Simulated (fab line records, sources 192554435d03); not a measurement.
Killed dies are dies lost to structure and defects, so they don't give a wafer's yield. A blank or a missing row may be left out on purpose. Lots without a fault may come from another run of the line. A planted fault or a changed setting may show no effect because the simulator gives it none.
fab line records | flow n5_finfet
record lots=24 wafers=72 last_day=18
route steps=1938 shown BEOL_M1@753
lots that met no fault: from a run of the same line without faults
start_h: hours from the record's first day to the start of the lot's first wafer shown | wait_h: hours since the lot's step before | " the same as in the row above | L1.1+2: a row that stands for several wafers | - no value, or no start given | * or withheld: withheld | < > ~ a bound
route shown NAME@n: a module of which the file shows steps, and the number in the route of the first | usual: mean/standard deviation of fault-free wafers | same: alike in all rows | chamber/n: place in a boat | sites: the reading at each site | _std_site: their standard deviation | _edge_site: outer sites' mean less inner sites' | radius_mm: how far each site lies from the wafer's centre | mask NAME#n: copy n | behind: the tool/chamber that last shaped the wafer | hold: why the lot was held/for how many hours/how that ended | device: the transistor (n, p or np) that didn't switch | end of line: the same wafers' tests at the end of the route | a step without rows: its recipe alone | killed: dies lost to structure and defects at the first sort, not the wafer's yield | map: a wafer's dies, x killed, . not, _ none there
set.NAME: the setting as run; set.NAME@STEP: as run at that earlier step | model.NAME: the simulator's own value behind a step, which no gauge read
steps of the route over a sample of lots; a table a step, a row a wafer
services: from which hour (start_h, from the record's first day; less than 0 if before it) a tool's chamber was out of use, for how many hours, and why
## steps
# step N5_BEOL_M1_PECVD_72
# recipe material=SiO2 target_thk_a=160 temp_c=400 precursor=TEOS/O2 pressure_torr=5.5 rf_w=450 teos_flow_sccm=53.8 gas=O2 flow_sccm=3000 time_s=18
# usual heater_power_w=708/110 showerhead_plenum_p_Torr=8.78/0.058 throttle_valve_pct=22.4/1.5
# same time_s=18
# columns lot.wafer tool chamber start_h wait_h heater_power_w showerhead_plenum_p_Torr throttle_valve_pct
L074.1 pecvd-03 1 121.60 0.0 768 8.89 23.1
L074.4 " 1 " " 763 8.89 23.4
L074.5 " 2 " " 507 8.74 22.0
L075.3 pecvd-03 1 127.97 0.0 814 8.90 23.4
L075.4 " 1 " " 833 8.88 23.2
L075.6 " 0 " " 733 8.81 21.4
L076.2 pecvd-03 0 131.37 0.0 753 8.79 21.5
L076.3 " 1 " " 801 8.88 23.3
L076.5 " 0 " " 786 8.79 21.6
L077.2 pecvd-02 0 137.67 0.0 701 8.73 20.9
L077.3 " 1 " " 661 8.77 22.6
L077.5 " 2 " " 629 8.71 22.3
L078.1 pecvd-04 1 141.04 0.0 815 8.76 25.6
L078.2 " 2 " " 668 8.74 20.5
L078.6 " 1 " " 828 8.80 25.5
L079.1 pecvd-03 2 150.82 0.0 476 8.73 21.7
L079.2 " 0 " " 825 8.79 21.4
L079.5 " 1 " " 785 8.86 23.5
L080.2 pecvd-03 0 154.88 0.0 771 8.81 21.4
L080.3 " 2 " " 540 8.73 21.8
L080.5 " 2 " " 544 8.73 21.8
L081.2 pecvd-03 1 163.44 0.0 821 8.89 23.5
L081.5 " 2 " " 564 8.72 21.7
L081.6 " 0 " " 811 8.80 21.5
L082.1 pecvd-02 1 167.28 0.0 700 8.79 22.6
L082.2 " 2 " " 589 8.70 22.3
L082.3 " 0 " " 744 8.73 20.7
L083.4 pecvd-04 1 178.06 0.1 797 8.77 25.4
L083.5 " 2 " " 657 8.72 20.6
L083.6 " 0 " " 706 8.74 23.5
L084.2 pecvd-03 2 183.39 0.0 525 8.74 21.5
L084.3 " 1 " " 752 8.89 23.2
L084.4 " 2 " " 553 8.70 21.7
L085.4 pecvd-03 1 185.92 0.1 774 8.90 23.4
L085.5 " 2 " " 587 8.73 21.7
L085.6 " 0 " " 781 8.81 21.7
L086.2 pecvd-03 2 191.42 0.0 545 8.74 21.9
L086.4 " 0 " " 822 8.78 21.6
L086.5 " 2 " " 546 8.71 21.5
L087.2 pecvd-02 2 197.60 0.0 644 8.70 22.0
L087.3 " 0 " " 687 8.74 20.6
L087.6 " 0 " " 675 8.73 20.8
L088.1 pecvd-04 1 210.75 0.0 787 8.79 25.4
L088.3 " 0 " " 672 8.80 23.7
L088.4 " 2 " " 651 8.74 20.7
L090.3 pecvd-04 1 215.12 0.0 790 8.79 25.5
L090.4 " 2 " " 650 8.71 20.5
L090.6 " 1 " " 795 8.77 25.6
L089.3 pecvd-03 0 217.35 0.1 816 8.78 21.4
L089.4 " 0 " " 831 8.78 21.4
L089.5 " 0 " " 815 8.79 21.9
L092.1 pecvd-04 1 230.45 0.0 811 8.81 25.4
L092.4 " 1 " " 792 8.80 25.5
L092.6 " 1 " " 821 8.81 25.5
L091.2 pecvd-04 0 233.96 0.0 684 8.75 23.8
L091.4 " 0 " " 701 8.78 23.7
L091.5 " 2 " " 559 8.72 20.7
L093.1 pecvd-03 2 234.66 0.0 537 8.70 20.4
L093.2 " 0 " " 683 8.79 21.9
L093.6 " 1 " " 811 8.91 23.3
L094.2 pecvd-03 2 238.10 0.0 559 8.70 20.3
L094.3 " 0 " " 763 8.79 21.8
L094.6 " 2 " " 562 8.72 20.3
L095.1 pecvd-03 1 247.99 0.0 791 8.89 23.4
L095.3 " 0 " " 828 8.79 21.8
L095.5 " 0 " " 831 8.79 21.6
L096.1 pecvd-03 1 255.24 0.0 810 8.87 23.4
L096.2 " 0 " " 827 8.77 21.8
L096.5 " 1 " " 833 8.88 22.9
L097.1 pecvd-04 0 259.45 0.0 716 8.76 23.9
L097.2 " 2 " " 606 8.75 20.9
L097.4 " 2 " " 604 8.73 20.8
# step N5_BEOL_M1_INSPECT_13
# recipe mode=adi inspect_instrument=brightfield
# usual raw_defect_count=431/160
# columns lot.wafer tool chamber start_h wait_h raw_defect_count
L074.1 defect_inspect-02 - 123.91 0.1 426
L074.4 " - " " 377
L074.5 " - " " 398
L075.3 defect_inspect-01 - 130.40 0.0 566
L075.4 " - " " 336
L075.6 " - " " 363
L076.2 defect_inspect-02 - 134.39 0.0 493
L076.3 " - " " 403
L076.5 " - " " 401
L077.2 defect_inspect-02 - 139.05 0.0 371
L077.3 " - " " 341
L077.5 " - " " 335
L078.1 defect_inspect-01 - 142.99 0.1 497
L078.2 " - " " 471
L078.6 " - " " 438
L079.1 defect_inspect-01 - 151.98 0.1 267
L079.2 " - " " 364
L079.5 " - " " 257
L080.2 defect_inspect-02 - 156.04 0.0 789
L080.3 " - " " 1584
L080.5 " - " " 723
L081.2 defect_inspect-02 - 164.62 0.0 396
L081.5 " - " " 375
L081.6 " - " " 300
L082.1 defect_inspect-02 - 169.37 0.1 378
L082.2 " - " " 435
L082.3 " - " " 575
L083.4 defect_inspect-02 - 179.15 0.0 443
L083.5 " - " " 437
L083.6 " - " " 535
L084.2 defect_inspect-02 - 184.07 0.0 405
L084.3 " - " " 372
L084.4 " - " " 450
L085.4 defect_inspect-02 - 187.37 0.0 572
L085.5 " - " " 509
L085.6 " - " " 417
L086.2 defect_inspect-01 - 194.34 0.0 416
L086.4 " - " " 556
L086.5 " - " " 458
L087.2 defect_inspect-02 - 200.20 0.1 356
L087.3 " - " " 283
L087.6 " - " " 317
L088.1 defect_inspect-01 - 212.59 0.1 356
L088.3 " - " " 383
L088.4 " - " " 272
L090.3 defect_inspect-01 - 217.64 0.0 308
L090.4 " - " " 213
L090.6 " - " " 247
L089.3 defect_inspect-02 - 219.81 0.0 255
L089.4 " - " " 351
L089.5 " - " " 328
L092.1 defect_inspect-02 - 231.14 0.1 483
L092.4 " - " " 569
L092.6 " - " " 594
L091.2 defect_inspect-01 - 234.84 0.0 335
L091.4 " - " " 244
L091.5 " - " " 325
L093.1 defect_inspect-02 - 237.58 0.1 321
L093.2 " - " " 362
L093.6 " - " " 265
L094.2 defect_inspect-02 - 238.67 0.0 422
L094.3 " - " " 522
L094.6 " - " " 553
L095.1 defect_inspect-02 - 249.54 0.1 384
L095.3 " - " " 365
L095.5 " - " " 430
L096.1 defect_inspect-01 - 256.21 0.1 280
L096.2 " - " " 281
L096.5 " - " " 315
L097.1 defect_inspect-02 - 262.09 0.1 824
L097.2 " - " " 612
L097.4 " - " " 674
# step N5_BEOL_M1_ETCH_63
# recipe chemistry=CF4 target=SiARC target_depth_a=156 mask_material=CAR-EUV time_s=26 ion_energy_ev=80 pressure_mtorr=40 source_w=545 bias_w=36 Ar_flow_sccm=100 cf4_flow_sccm=100 ends=cleared
# usual drypump_motor_current_A=5.7/0.32 etch_rf_on_time_s=25.7/0.73 oes_product_au=0.67/0.047 rf_vpp_V=184.1/1.2 showerhead_plenum_p_Torr=2.15/0.067 throttle_valve_pct=15.64/0.22
# columns lot.wafer tool chamber start_h wait_h drypump_motor_current_A etch_rf_on_time_s oes_product_au rf_hours_counter_h rf_vpp_V showerhead_plenum_p_Torr throttle_valve_pct
L074.1 rie_diel-01 1 124.00 0.0 5.9 26.0 0.63 177 184.8 2.06 15.77
L074.4 " 2 " " 6.3 24.9 0.65 160 186.2 2.23 15.63
L074.5 " 3 " " 5.7 27.0 0.66 - 182.4 2.07 15.76
L075.3 rie_diel-03 1 130.53 0.0 5.4 26.4 0.70 90 185.7 2.17 15.39
L075.4 " 3 " " 5.9 25.7 0.62 200 183.8 2.15 15.87
L075.6 " 3 " " 5.9 25.2 0.62 - 185.7 2.15 15.85
L076.2 rie_diel-04 2 134.56 0.0 6.0 25.3 0.62 205 181.6 2.04 15.77
L076.3 " 1 " " 5.7 25.0 0.77 48 182.0 2.09 15.31
L076.5 " 3 " " 5.1 26.4 0.67 - 184.8 2.15 15.27
L077.2 rie_diel-01 1 139.14 0.0 5.9 25.6 0.63 181 182.8 2.06 15.78
L077.3 " 2 " " 6.3 24.2 0.65 165 184.5 2.23 15.64
L077.5 " 2 " " 6.4 24.5 0.65 - 185.3 2.23 15.64
L078.1 rie_diel-03 0 143.07 0.0 5.7 25.4 0.77 33 188.2 2.26 15.71
L078.2 " 2 " " 5.6 25.5 0.67 135 184.5 2.24 15.90
L078.6 " 1 " " 5.3 26.1 0.69 - 183.3 2.16 15.40
L079.1 rie_diel-04 1 152.06 0.0 5.7 24.8 0.77 52 182.3 2.09 15.33
L079.2 " 2 " " 6.0 25.4 0.61 208 183.0 2.04 15.76
L079.5 " 1 " " 5.7 25.0 0.77 - 182.8 2.09 15.30
L080.2 rie_diel-04 3 156.33 0.0 5.0 26.3 0.67 115 183.7 2.15 15.28
L080.3 " 0 " " 5.8 25.7 0.69 98 185.3 2.16 15.62
L080.5 " 3 " " 5.0 26.2 0.67 - 183.2 2.15 15.29
L081.2 rie_diel-04 0 165.06 0.0 5.8 25.9 0.68 101 184.3 2.15 15.62
L081.5 " 1 " " 5.7 24.5 0.77 - 183.1 2.09 15.32
L081.6 " 0 " " 5.7 25.7 0.69 - 184.3 2.15 15.63
L082.1 rie_diel-01 0 169.59 0.0 5.8 27.2 0.71 47 183.2 2.19 15.38
L082.2 " 1 " " 5.9 25.4 0.63 190 182.5 2.05 15.80
L082.3 " 2 " " 6.3 24.6 0.65 173 184.0 2.23 15.66
L083.4 rie_diel-01 1 179.26 0.0 5.9 25.0 0.63 193 181.3 2.05 15.81
L083.5 " 2 " " 6.3 24.4 0.64 - 184.5 2.23 15.64
L083.6 " 3 " " 5.7 26.5 0.65 - 183.1 2.06 15.81
L084.2 rie_diel-03 2 184.16 0.0 5.7 25.7 0.65 149 186.2 2.23 15.94
L084.3 " 3 " " 5.9 25.2 0.62 217 183.7 2.14 15.90
L084.4 " 1 " " 5.3 26.1 0.69 107 183.5 2.16 15.43
L085.4 rie_diel-04 0 187.67 0.0 5.7 25.6 0.68 106 184.9 2.15 15.64
L085.5 " 2 " " 6.0 25.9 0.60 - 183.7 2.04 15.78
L085.6 " 3 " " 5.0 26.2 0.67 - 184.0 2.15 15.30
L086.2 rie_diel-01 0 194.42 0.0 5.8 27.1 0.70 54 184.7 2.19 15.41
L086.4 " 3 " " 5.7 26.4 0.64 143 184.1 2.06 15.81
L086.5 " 2 " " 6.4 24.5 0.64 - 184.4 2.22 15.68
L087.2 rie_diel-03 0 200.34 0.0 5.7 25.8 0.74 50 185.8 2.26 15.73
L087.3 " 1 " " 5.4 26.3 0.68 111 184.8 2.16 15.45
L087.6 " 2 " " 5.6 25.4 0.66 - 184.6 2.23 15.94
L088.1 rie_diel-03 0 213.16 0.0 5.7 25.7 0.74 53 185.5 2.25 15.73
L088.3 " 2 " " 5.7 24.9 0.66 157 184.7 2.23 15.96
L088.4 " 3 " " 5.9 25.0 0.61 225 185.0 2.14 15.91
L090.3 rie_diel-03 1 217.72 0.0 5.4 26.4 0.68 116 184.7 2.16 15.45
L090.4 " 2 " " 5.6 25.0 0.66 158 185.5 2.23 15.95
L090.6 " 1 " " 5.3 26.3 0.67 - 183.4 2.16 15.44
L089.3 rie_diel-01 3 219.90 0.0 5.7 27.1 0.64 151 183.3 2.06 15.81
L089.4 " 0 " " 5.8 27.0 0.70 61 185.1 2.19 15.43
L089.5 " 0 " " 5.8 27.5 0.70 - 185.1 2.19 15.42
L092.1 rie_diel-04 2 231.38 0.0 6.1 26.5 0.59 229 183.0 2.04 15.80
L092.4 " 1 " " 5.7 25.2 0.74 77 183.6 2.08 15.35
L092.6 " 1 " " 5.6 25.0 0.74 - 183.6 2.08 15.36
L091.2 rie_diel-03 2 234.92 0.0 5.7 25.3 0.65 162 185.5 2.23 15.96
L091.4 " 1 " " 5.3 26.2 0.67 120 183.0 2.16 15.44
L091.5 " 1 " " 5.3 26.5 0.67 - 184.7 2.16 15.44
L093.1 rie_diel-04 2 238.45 0.0 6.0 26.4 0.59 232 182.3 2.04 15.80
L093.2 " 0 " " 5.7 26.0 0.66 123 184.7 2.15 15.67
L093.6 " 0 " " 5.7 26.1 0.67 - 185.6 2.15 15.66
L094.2 rie_diel-03 2 238.97 0.0 5.7 25.4 0.65 165 184.5 2.23 15.96
L094.3 " 1 " " 5.3 26.5 0.66 122 185.0 2.15 15.47
L094.6 " 2 " " 5.7 25.6 0.64 - 184.5 2.23 15.96
L095.1 rie_diel-03 0 249.63 0.0 5.7 25.9 0.73 64 186.1 2.25 15.77
L095.3 " 1 " " 5.3 26.1 0.67 125 183.5 2.15 15.45
L095.5 " 0 " " 5.7 26.1 0.72 - 186.6 2.25 15.75
L096.1 rie_diel-04 2 256.36 0.0 6.0 25.7 0.59 236 182.6 2.03 15.84
L096.2 " 1 " " 5.7 24.3 0.74 84 184.4 2.08 15.38
L096.5 " 3 " " 5.0 26.0 0.66 - 184.5 2.14 15.34
L097.1 rie_diel-04 3 262.20 0.0 5.0 26.4 0.65 145 184.0 2.14 15.34
L097.2 " 2 " " 6.0 25.5 0.59 238 183.2 2.03 15.83
L097.4 " 0 " " 5.7 25.9 0.66 129 183.8 2.15 15.66
# step N5_BEOL_M1_SPUTTER_48
# recipe material=Cu target_thk_a=45 temp_c=-20 chamber_pressure_pa=0.07 power_w=withheld time_s=8.29
# usual throttle_valve_pct=30.0/0.82
# same time_s=8.29
# columns lot.wafer tool chamber start_h wait_h throttle_valve_pct
L074.1 pvd_sputter-02 - 127.22 0.2 31.4
L074.4 " - " " 29.0
L074.5 " - " " 28.8
L075.3 pvd_sputter-01 - 136.32 0.5 31.1
L075.4 " - " " 30.5
L075.6 " - " " 31.3
L076.2 pvd_sputter-02 - 139.89 0.3 29.9
L076.3 " - " " 31.4
L076.5 " - " " 29.1
L077.2 pvd_sputter-03 - 156.04 0.1 30.1
L077.3 " - " " 29.7
L077.5 " - " " 30.1
L078.1 pvd_sputter-02 - 157.68 1.0 31.2
L078.2 " - " " 29.9
L078.6 " - " " 28.6
L079.1 pvd_sputter-01 - 159.75 0.1 30.3
L079.2 " - " " 31.4
L079.5 " - " " 30.2
L080.2 pvd_sputter-01 - 165.81 0.1 30.5
L080.3 " - " " 30.2
L080.5 " - " " 30.1
L081.2 pvd_sputter-01 - 169.91 0.1 30.3
L081.5 " - " " 29.8
L081.6 " - " " 30.2
L082.1 pvd_sputter-01 - 174.47 0.1 31.4
L082.2 " - " " 30.0
L082.3 " - " " 28.8
L083.4 pvd_sputter-03 - 188.13 0.3 30.6
L083.5 " - " " 29.8
L083.6 " - " " 30.7
L085.4 pvd_sputter-03 - 191.11 0.1 30.7
L085.5 " - " " 30.4
L085.6 " - " " 30.2
L084.2 pvd_sputter-03 - 197.01 0.1 29.9
L084.3 " - " " 30.2
L084.4 " - " " 30.5
L086.2 pvd_sputter-02 - 199.18 1.5 28.7
L086.4 " - " " 30.1
L086.5 " - " " 28.5
L087.2 pvd_sputter-03 - 204.78 0.1 30.4
L087.3 " - " " 29.6
L087.6 " - " " 30.2
L090.3 pvd_sputter-02 - 221.80 0.2 31.2
L090.4 " - " " 28.7
L090.6 " - " " 31.6
L088.1 pvd_sputter-02 - 223.84 1.9 31.2
L088.3 " - " " 28.6
L088.4 " - " " 28.7
L089.3 pvd_sputter-03 - 226.75 0.1 30.5
L089.4 " - " " 29.8
L089.5 " - " " 30.4
L092.1 pvd_sputter-01 - 234.34 0.1 31.4
L092.4 " - " " 29.1
L092.6 " - " " 30.1
L091.2 pvd_sputter-01 - 241.62 0.2 28.9
L091.4 " - " " 30.4
L091.5 " - " " 30.2
L093.1 pvd_sputter-01 - 250.23 0.4 30.5
L093.2 " - " " 29.1
L093.6 " - " " 30.0
L094.2 pvd_sputter-02 - 250.24 0.2 31.2
L094.3 " - " " 28.5
L094.6 " - " " 28.6
L095.1 pvd_sputter-01 - 256.85 0.3 30.7
L095.3 " - " " 29.9
L095.5 " - " " 30.5
L096.1 pvd_sputter-01 - 262.54 0.1 30.0
L096.2 " - " " 30.4
L096.5 " - " " 30.0
L097.1 pvd_sputter-03 - 270.26 0.2 30.3
L097.2 " - " " 30.6
L097.4 " - " " 29.6
# step N5_BEOL_M1_ANNEAL_82
# recipe temp_c=400 time_s=240 ambient=vacuum
# usual heater_power_w=823/90 susceptor_temp_C_max=401.0/0.38
# same time_s=240
# columns lot.wafer tool chamber start_h wait_h heater_power_w susceptor_temp_C_max
L074.1 pvd_sputter-02 - 127.74 0.0 750 401.3
L074.4 " - " " 807 400.6
L074.5 " - " " 780 400.3
L075.3 pvd_sputter-01 - 136.84 0.0 757 401.8
L075.4 " - " " 762 400.9
L075.6 " - " " 748 401.5
L076.2 pvd_sputter-02 - 140.41 0.0 920 400.5
L076.3 " - " " 797 400.2
L076.5 " - " " 794 400.7
L077.2 pvd_sputter-03 - 156.63 0.0 891 400.5
L077.3 " - " " 774 400.9
L077.5 " - " " 889 402.4
L078.1 pvd_sputter-02 - 158.20 0.0 811 401.0
L078.2 " - " " 929 401.1
L078.6 " - " " 723 400.7
L079.1 pvd_sputter-01 - 160.27 0.0 751 401.0
L079.2 " - " " 745 401.4
L079.5 " - " " 747 400.5
L080.2 pvd_sputter-01 - 166.33 0.0 764 401.4
L080.3 " - " " 1044 400.9
L080.5 " - " " 1018 400.8
L081.2 pvd_sputter-01 - 170.43 0.0 763 401.0
L081.5 " - " " 1004 400.9
L081.6 " - " " 776 401.5
L082.1 pvd_sputter-01 - 174.99 0.0 758 401.5
L082.2 " - " " 1048 401.3
L082.3 " - " " 809 401.0
L083.4 pvd_sputter-03 - 188.65 0.0 789 400.5
L083.5 " - " " 891 400.8
L083.6 " - " " 792 401.0
L085.4 pvd_sputter-03 - 191.63 0.0 800 400.9
L085.5 " - " " 893 401.7
L085.6 " - " " 764 401.3
L084.2 pvd_sputter-03 - 197.53 0.0 772 400.7
L084.3 " - " " 903 401.6
L084.4 " - " " 794 401.3
L086.2 pvd_sputter-02 - 199.70 0.0 715 400.6
L086.4 " - " " 925 400.9
L086.5 " - " " 708 400.8
L087.2 pvd_sputter-03 - 205.30 0.0 873 402.0
L087.3 " - " " 780 401.4
L087.6 " - " " 890 401.7
L090.3 pvd_sputter-02 - 222.32 0.0 771 400.8
L090.4 " - " " 730 400.8
L090.6 " - " " 789 400.9
L088.1 pvd_sputter-02 - 224.36 0.0 778 400.9
L088.3 " - " " 726 400.7
L088.4 " - " " 783 401.0
L089.3 pvd_sputter-03 - 227.27 0.0 787 401.1
L089.4 " - " " 872 400.7
L089.5 " - " " 894 401.6
L092.1 pvd_sputter-01 - 234.86 0.0 755 401.6
L092.4 " - " " 813 400.8
L092.6 " - " " 746 401.0
L091.2 pvd_sputter-01 - 242.14 0.0 809 400.8
L091.4 " - " " 749 401.1
L091.5 " - " " 767 401.1
L093.1 pvd_sputter-01 - 250.75 0.0 779 400.9
L093.2 " - " " 816 400.7
L093.6 " - " " 777 400.6
L094.2 pvd_sputter-02 - 250.76 0.0 773 400.5
L094.3 " - " " 710 400.4
L094.6 " - " " 706 400.8
L095.1 pvd_sputter-01 - 257.37 0.0 760 401.3
L095.3 " - " " 1008 401.1
L095.5 " - " " 767 401.2
L096.1 pvd_sputter-01 - 263.06 0.0 1049 401.1
L096.2 " - " " 783 400.7
L096.5 " - " " 1008 401.1
L097.1 pvd_sputter-03 - 270.78 0.0 879 401.5
L097.2 " - " " 800 400.7
L097.4 " - " " 880 400.6
# step N5_BEOL_M1_SPUTTER_86
# recipe material=Cu target_thk_a=45 temp_c=-20 chamber_pressure_pa=0.07 power_w=withheld time_s=8.29
# usual throttle_valve_pct=30.0/0.79
# same time_s=8.29
# columns lot.wafer tool chamber start_h wait_h throttle_valve_pct
L074.1 pvd_sputter-02 - 127.88 0.1 31.2
L074.4 " - " " 29.3
L074.5 " - " " 29.1
L075.3 pvd_sputter-01 - 136.98 0.1 30.9
L075.4 " - " " 30.2
L075.6 " - " " 31.3
L076.2 pvd_sputter-02 - 140.55 0.1 29.7
L076.3 " - " " 31.1
L076.5 " - " " 29.0
L077.2 pvd_sputter-03 - 156.79 0.1 30.1
L077.3 " - " " 30.0
L077.5 " - " " 30.2
L078.1 pvd_sputter-02 - 158.34 0.1 31.3
L078.2 " - " " 29.7
L078.6 " - " " 28.4
L079.1 pvd_sputter-01 - 160.41 0.1 30.1
L079.2 " - " " 31.2
L079.5 " - " " 30.3
L080.2 pvd_sputter-01 - 166.47 0.1 30.2
L080.3 " - " " 30.2
L080.5 " - " " 29.8
L081.2 pvd_sputter-01 - 170.57 0.1 30.3
L081.5 " - " " 30.1
L081.6 " - " " 30.5
L082.1 pvd_sputter-01 - 175.13 0.1 31.1
L082.2 " - " " 29.9
L082.3 " - " " 28.8
L083.4 pvd_sputter-03 - 188.79 0.1 30.4
L083.5 " - " " 29.8
L083.6 " - " " 30.8
L085.4 pvd_sputter-03 - 191.77 0.1 30.5
L085.5 " - " " 30.4
L085.6 " - " " 29.7
L084.2 pvd_sputter-03 - 197.67 0.1 30.1
L084.3 " - " " 30.1
L084.4 " - " " 30.6
L086.2 pvd_sputter-02 - 199.84 0.1 28.6
L086.4 " - " " 29.7
L086.5 " - " " 28.3
L087.2 pvd_sputter-03 - 205.44 0.1 30.4
L087.3 " - " " 30.0
L087.6 " - " " 30.2
L090.3 pvd_sputter-02 - 222.46 0.1 31.0
L090.4 " - " " 28.6
L090.6 " - " " 31.4
L088.1 pvd_sputter-02 - 224.50 0.1 31.2
L088.3 " - " " 28.4
L088.4 " - " " 29.0
L089.3 pvd_sputter-03 - 227.41 0.1 30.5
L089.4 " - " " 30.0
L089.5 " - " " 30.2
L092.1 pvd_sputter-01 - 235.00 0.1 31.3
L092.4 " - " " 28.9
L092.6 " - " " 30.2
L091.2 pvd_sputter-01 - 242.28 0.1 29.0
L091.4 " - " " 30.1
L091.5 " - " " 30.2
L093.1 pvd_sputter-01 - 250.89 0.1 30.1
L093.2 " - " " 29.1
L093.6 " - " " 30.3
L094.2 pvd_sputter-02 - 250.90 0.1 31.2
L094.3 " - " " 28.6
L094.6 " - " " 28.5
L095.1 pvd_sputter-01 - 257.51 0.1 30.2
L095.3 " - " " 29.9
L095.5 " - " " 30.3
L096.1 pvd_sputter-01 - 263.20 0.1 30.0
L096.2 " - " " 30.3
L096.5 " - " " 30.0
L097.1 pvd_sputter-03 - 270.92 0.1 30.4
L097.2 " - " " 30.3
L097.4 " - " " 29.8
## services
# columns tool chamber start_h hours kind
pecvd-04 2 98.38 2.1 scheduled_down
pvd_sputter-01 - 101.64 8.5 repair
pvd_sputter-01 - 131.79 0.9 repair
rie_diel-04 - 146.76 2.8 pm
pecvd-03 1 151.52 7.0 repair
pecvd-04 - 162.24 0.8 repair
rie_diel-04 2 163.49 3.9 repair
pecvd-04 0 198.47 5.0 repair
pecvd-03 2 202.38 - clean
pecvd-03 2 202.38 - consumable_replace:showerhead
pecvd-03 2 202.38 29.0 scheduled_down
pecvd-03 2 202.38 29.0 vent_cycle
rie_diel-01 - 207.15 2.3 repair
pecvd-03 1 215.67 2.1 scheduled_down
pecvd-03 - 228.10 5.5 pm
pecvd-04 2 228.18 5.5 scheduled_down
rie_diel-01 - 229.78 2.5 repair
pecvd-02 2 242.89 5.5 scheduled_down
pecvd-03 0 255.81 2.1 scheduled_down
rie_diel-03 - 262.64 0.5 repair
## key
fault none
